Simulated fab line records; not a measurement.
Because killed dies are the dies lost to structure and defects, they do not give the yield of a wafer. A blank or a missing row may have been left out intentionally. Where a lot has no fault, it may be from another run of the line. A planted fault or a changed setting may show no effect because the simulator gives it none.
Matching of chambers :: flow n5_finfet :: pecvd-03 running N5_BEOL_M9_PECVD_70: 3 sister chambers
The step deposits SiO2 from TEOS/O2, target thk 20 nm, time 22.7 s. 14 wafers are shown with their chamber, then 7 later ones without.

EACH WAFER AND ITS CHAMBER
wafer: L077.1
chamber: 1
showerhead_plenum_p_Torr (Torr): 8.81
heater_power_w (W): 759
throttle_valve_pct (%): 23.0

wafer: L077.4
chamber: 1
showerhead_plenum_p_Torr (Torr): 8.83
heater_power_w (W): 778
throttle_valve_pct (%): 22.4

wafer: L077.6
chamber: 1
showerhead_plenum_p_Torr (Torr): 8.83
heater_power_w (W): 776
throttle_valve_pct (%): 22.8

wafer: L075.3
chamber: 0
showerhead_plenum_p_Torr (Torr): 8.94
heater_power_w (W): 688
throttle_valve_pct (%): 22.7

wafer: L075.4
chamber: 1
showerhead_plenum_p_Torr (Torr): 8.81
heater_power_w (W): 765
throttle_valve_pct (%): 23.0

wafer: L075.5
chamber: 1
showerhead_plenum_p_Torr (Torr): 8.81
heater_power_w (W): 743
throttle_valve_pct (%): 23.0

wafer: L078.3
chamber: 1
showerhead_plenum_p_Torr (Torr): 8.79
heater_power_w (W): 723
throttle_valve_pct (%): 22.6

wafer: L078.5
chamber: 1
showerhead_plenum_p_Torr (Torr): 8.81
heater_power_w (W): 692
throttle_valve_pct (%): 22.7

wafer: L078.6
chamber: 0
showerhead_plenum_p_Torr (Torr): 8.93
heater_power_w (W): 679
throttle_valve_pct (%): 22.7

wafer: L086.1
chamber: 0
showerhead_plenum_p_Torr (Torr): 8.91
heater_power_w (W): 647
throttle_valve_pct (%): 23.0

wafer: L086.2
chamber: 1
showerhead_plenum_p_Torr (Torr): 8.81
heater_power_w (W): 766
throttle_valve_pct (%): 22.9

wafer: L086.3
chamber: 2
showerhead_plenum_p_Torr (Torr): 8.68
heater_power_w (W): 479
throttle_valve_pct (%): 21.4

wafer: L087.1
chamber: 2
showerhead_plenum_p_Torr (Torr): 8.68
heater_power_w (W): 499
throttle_valve_pct (%): 21.7

wafer: L087.3
chamber: 2
showerhead_plenum_p_Torr (Torr): 8.67
heater_power_w (W): 502
throttle_valve_pct (%): 21.6

SIGNATURES (averages over the wafers above)
reading: showerhead_plenum_p_Torr
chamber 0: 8.9267
chamber 1: 8.8125
chamber 2: 8.6767
scatter within a chamber: 0.0124

reading: heater_power_w
chamber 0: 671.33
chamber 1: 750.25
chamber 2: 493.33
scatter within a chamber: 25.9

reading: throttle_valve_pct
chamber 0: 22.800
chamber 1: 22.800
chamber 2: 21.567
scatter within a chamber: 0.202
Rule: a wafer lies at a distance from a chamber equal to the root of the sum of squares, over the readings, of (its reading less the chamber's mean, divided by the reading's scatter). The wafer belongs to the nearest chamber; if the next one is less than 2 further off, it can't be placed. The scatter: the root of (the sum of the squares of (reading less its chamber's mean) over the shown wafers, divided by (wafers less chambers)).

WAFERS WITH NO CHAMBER GIVEN
wafer: L087.4
showerhead_plenum_p_Torr (Torr): 8.83
heater_power_w (W): 761
throttle_valve_pct (%): 22.6

wafer: L092.2
showerhead_plenum_p_Torr (Torr): 8.70
heater_power_w (W): 510
throttle_valve_pct (%): 21.8

wafer: L092.3
showerhead_plenum_p_Torr (Torr): 8.91
heater_power_w (W): 737
throttle_valve_pct (%): 23.2

wafer: L092.4
showerhead_plenum_p_Torr (Torr): 8.66
heater_power_w (W): 515
throttle_valve_pct (%): 21.6

wafer: L096.3
showerhead_plenum_p_Torr (Torr): 8.79
heater_power_w (W): 812
throttle_valve_pct (%): 22.8

wafer: L096.5
showerhead_plenum_p_Torr (Torr): 8.69
heater_power_w (W): 471
throttle_valve_pct (%): 21.7

wafer: L096.6
showerhead_plenum_p_Torr (Torr): 8.80
heater_power_w (W): 791
throttle_valve_pct (%): 23.0

CHAMBER TAKEN BY EACH
wafer: L087.4
from the rows above: 1
in truth: 1

wafer: L092.2
from the rows above: 2
in truth: 2

wafer: L092.3
from the rows above: 0
in truth: 0

wafer: L092.4
from the rows above: 2
in truth: 2

wafer: L096.3
from the rows above: 1
in truth: 1

wafer: L096.5
from the rows above: 2
in truth: 2

wafer: L096.6
from the rows above: 1
in truth: 1
Correctly placed: 7 of 7. Not placeable from these rows: 0. Placed wrongly: 0.
